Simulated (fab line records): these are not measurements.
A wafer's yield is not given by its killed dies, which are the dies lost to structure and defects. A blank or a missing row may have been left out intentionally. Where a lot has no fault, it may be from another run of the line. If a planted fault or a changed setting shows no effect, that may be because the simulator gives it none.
Split-lot trial ; flow n5-finfet ; 21 wafers read across 7 lots, on a route 1938 steps long

== THE SPLIT ==
At N5_ZERO_LAYER_PECVD_02 (deposits SiO2 from SiH4/N2O, target thk 10 nm, time 6 s), the setting time-s was moved away from the recipe's 6 s on 6 of the 21 wafers read, by -4.3% to +14.5%. For the rest of the wafers, this setting stayed at what the recipe calls for.

The reading is taken at the split's own step.

== THE READING ==
SiO2_of_ZERO_LAYER_PECVD_02.thk-nm (the simulator's own value, which no gauge read), in nm, at N5_ZERO_LAYER_PECVD_02 (deposits SiO2 from SiH4/N2O, target thk 10 nm, time 6 s). There is no usual value for it anywhere in the file. Here, 15 wafers ran the recipe; their average is 9.947 nm with a standard deviation of 0.19 nm.

wafer;tool, chamber at the split;time-s as run, s;against the recipe;SiO2_of_ZERO_LAYER_PECVD_02.thk-nm, nm;against lot-mates on the recipe
L078.2;pecvd-02, 1;6;recipe;9.85;-
L078.3;pecvd-02, 0;6;recipe;10;-
L078.6;pecvd-02, 1;6;recipe;9.984;-
L079.1;pecvd-04, 0;6;recipe;9.893;-
L079.3;pecvd-04, 1;6;recipe;9.55;-
L079.4;pecvd-04, 1;6;recipe;9.78;-
L084.3;pecvd-04, 0;6.867;+14.5%;11.64;+1.599
L084.4;pecvd-04, 2;6;recipe;10.24;-
L084.5;pecvd-04, 1;6;recipe;9.843;-
L085.3;pecvd-02, 2;6;recipe;10.09;-
L085.4;pecvd-02, 0;6;recipe;10.3;-
L085.5;pecvd-02, 1;6;recipe;10.17;-
L088.1;pecvd-02, 1;6;recipe;9.819;-
L088.3;pecvd-02, 1;6;recipe;9.97;-
L088.4;pecvd-02, 2;5.741;-4.3%;9.801;-0.094
L091.2;pecvd-02, 1;6;recipe;9.793;-
L091.3;pecvd-02, 1;6.688;+11.5%;11.06;+1.267
L091.6;pecvd-02, 1;6.688;+11.5%;10.85;+1.057
L097.2;pecvd-03, 2;6.551;+9.2%;10.65;+0.731
L097.3;pecvd-03, 0;6;recipe;9.919;-
L097.5;pecvd-03, 2;6.551;+9.2%;11.04;+1.121

THE FIT
A straight line over all 21 wafers: SiO2_of_ZERO_LAYER_PECVD_02.thk-nm changes by +0.0968 nm for each +1% of time-s; r = +0.93; the points scatter about the line by 0.21 nm.
The same after taking each lot's own level away (the mean of its wafers on the recipe; 21 wafers): +0.0999 nm for each +1%; r = +0.96; scatter 0.15 nm.
On that fit, the largest move of time-s shifts the reading by 1.4 nm.
The span of the lots' own levels, 9.7410 to 10.1867 nm, comes to 2.4 times the standard deviation stated above.
The two slopes are in agreement: the lot-to-lot level therefore moves the slope only a little.
Check: for one of the wafers moved furthest among these (+14.5%), held out of the fit, the line's prediction against its lot-mates is +1.41 nm. Against them it came out at +1.6 nm.

== FILE'S OWN FIT ==
SiO2_of_ZERO_LAYER_PECVD_02.thk-nm changes by +0.102 nm for each +1% of time-s, r = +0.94.
